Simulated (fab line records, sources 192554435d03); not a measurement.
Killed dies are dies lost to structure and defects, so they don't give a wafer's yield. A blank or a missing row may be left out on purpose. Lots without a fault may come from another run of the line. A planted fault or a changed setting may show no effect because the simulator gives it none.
A struck lot beside a sound one | flow n5_finfet | 19 steps out of a route of 1938
Sound: wafers L981.1, L981.2, L981.5. Struck: wafers L986.2, L986.3, L986.6. The cause comes at the end.
At each step with rows: each side's tool, then ch and its chambers, then its first start. Under that, the readings that differ: sound wafers | struck wafers | difference of the means | sigmas: that difference in standard deviations of wafers without a fault.
alike: readings whose means differ by less than 2 such deviations, and words and numbers that are the same on both sides. not compared: withheld readings, readings that some wafer has no value for, bounds like >300 that may hide the same value, and numbers for which the record gives no deviation and whose values overlap.
The two part at a step that has a row with sigmas, a row that says differs or no value, or rows on one side only. Numbers that don't overlap but have no deviation are shown without sigmas and don't part them. A reading that every wafer of one side lacks parts them only if that side has two wafers or more.

first, 1 step without rows for these wafers: N5_STI_FIN_REVEAL_SRD_21 (time 30 s).
N5_STI_FIN_REVEAL_OXIDATION_33: chemistry O2 PLASMA REMOTE, time 20 s.
  sound on plasma_asher-01 ch 0,1, day 3 08:40; struck on plasma_asher-02 ch 0,1, day 4 14:54
  alike: drypump_motor_current_A, heater_power_w, o2_flow_sccm, temp_c_max
  not compared: rf_hours_counter_h
then, 2 steps without rows for these wafers: N5_STI_FIN_REVEAL_CLEAN_19 (cleans in O3/DIW, time 120 s); N5_STI_FIN_REVEAL_SRD_23 (time 30 s).
N5_STI_FIN_REVEAL_CD_MEAS_22: target cd 6.238 nm, pitch 28 nm.
  sound on cd_sem-01, day 3 08:49; struck on cd_sem-02, day 4 15:04
  alike: cd_nm
N5_STI_FIN_REVEAL_FIN_H_MEAS_10:
  sound on ocd-01, day 3 08:52; struck on ocd-01, day 4 15:06
  alike: trench_depth_nm
then, 2 steps without rows for these wafers: N5_STI_FIN_REVEAL_PRECLEAN_18 (cleans in SC2, time 45 s); N5_STI_FIN_REVEAL_SRD_28 (time 30 s).
N5_STI_FIN_REVEAL_INSPECT_13: inspects for defects (darkfield).
  sound on defect_inspect-02, day 3 08:56; struck on defect_inspect-01, day 4 15:11
  alike: raw_defect_count
then, 2 steps without rows for these wafers: N5_DUMMY_GATE_PRECLEAN_00 (cleans in O3/DIW, time 60 s); N5_DUMMY_GATE_SRD_01 (time 30 s).
N5_DUMMY_GATE_ALD_02: deposits SiO2, target thk 2 nm, pulse time 1 s.
  sound on ald_sin-02 ch 0,1,3, day 3 09:02; struck on ald_sin-04 ch 0,2,3, day 4 19:09
  alike: heater_power_w, precursor_pulse_height_rel
N5_DUMMY_GATE_CVD_03: deposits a-Si from SiH4, target thk 150 nm, time 8042 s.
  sound on lpcvd-01 ch 0/40,0/45,0/59, day 3 09:08; struck on lpcvd-01 ch 1/20,1/25,1/39, day 4 19:16
  reading                                     | sound                | struck               | difference | sigmas
  spike_tc_bottom_C (C)                       | 548.9 548.9 548.9    | 562.0 562.0 562.0    | +13.1      | +9
  spike_tc_centre_C (C)                       | 531.4 531.4 531.4    | 544.6 544.6 544.6    | +13.2      | +36
  spike_tc_lower_C (C)                        | 528.4 528.4 528.4    | 542.7 542.7 542.7    | +14.3      | +13
  spike_tc_top_C (C)                          | 554.8 554.8 554.8    | 564.0 564.0 564.0    | +9.2       | +5
  spike_tc_upper_C (C)                        | 530.1 530.1 530.1    | 544.0 544.0 544.0    | +13.9      | +21
  susceptor_temp_C (C)                        | 530.27 530.27 530.27 | 543.09 543.09 543.09 | +12.82     | +67
  model.a-Si_of_DUMMY_GATE_CVD_03.thk_nm (nm) | 150.6 151.2 149.4    | 213.8 214.6 214      | +63.7      |
  alike: zone_power_bottom_pct
then, 2 steps without rows for these wafers: N5_DUMMY_GATE_PRECLEAN_46 (cleans in DIW, time 89.5 s); N5_DUMMY_GATE_SRD_47 (dry time 32 s).
N5_DUMMY_GATE_CMP_04: polishes a-Si.
  sound on cmp-02 ch 1,2,3, day 3 12:53; struck on cmp-02 ch 1,2,3, day 4 23:02
  reading                | sound        | struck         | difference | sigmas
  time_to_endpoint_s (s) | 8.7 11.1 9.7 | 21.8 21.9 21.9 | +12.0      | +5
  alike: motor_current_A
N5_DUMMY_GATE_THK_MEAS_05:
  sound on film_metro-02, day 3 13:07; struck on film_metro-02, day 4 23:15
  alike: thk_nm
-- the record jumps here: 5 days lie between the struck wafers' starts before and after (it left off in module DUMMY_GATE and takes up again in module BEOL_M4, whose first step shown is number 1111 of the route) --
N5_BEOL_M4_RC_MEAS_101:
  sound on prober-02 ch 0, day 8 13:54; struck on prober-01 ch 0, day 9 20:24
  reading       | sound          | struck         | difference | sigmas
  DIBL_N (mV/V) | 31.7 36.6 37.1 | 37.4 39.1 39.6 | +3.6       | +2
  VT_N (mV)     | 257 253 247    | 248 245 245    | -6         | -2
  alike: DIBL_P, IOFF_N, IOFF_P, ION_N, ION_P, SS_N, SS_P, VT_P
-- the record jumps here: 4 days lie between the struck wafers' starts before and after (it left off in module BEOL_M4 and takes up again in module PASSIVATION, whose first step shown is number 1936 of the route) --
N5_PASSIVATION_PROBE_49:
  sound on prober-02, day 12 17:21; struck on prober-02, day 13 21:56
  reading            | sound    | struck    | difference | sigmas
  killed_at_contacts | 12 3 6   | 39 16 21  | +18        | +3
  killed_open        | 56 55 52 | 102 72 78 | +30        | +2
  alike: defect_limited_yield, killed_at_M0_to_M3, killed_at_M4_up, killed_at_front_end, killed_at_other, killed_dies, killed_short, sort_bin_4_leakage, sort_bin_5_function, sort_bin_6_memory, sort_bin_8_speed, sort_n_pass, sort_yield_pct

WHERE THEY PART
First at N5_DUMMY_GATE_CVD_03; last, within this record, at N5_PASSIVATION_PROBE_49.

WHY: what the simulator had put in
Process parameter drift: lpcvd-01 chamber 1, from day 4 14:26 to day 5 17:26, at N5_DUMMY_GATE_CVD_03. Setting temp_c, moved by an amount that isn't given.
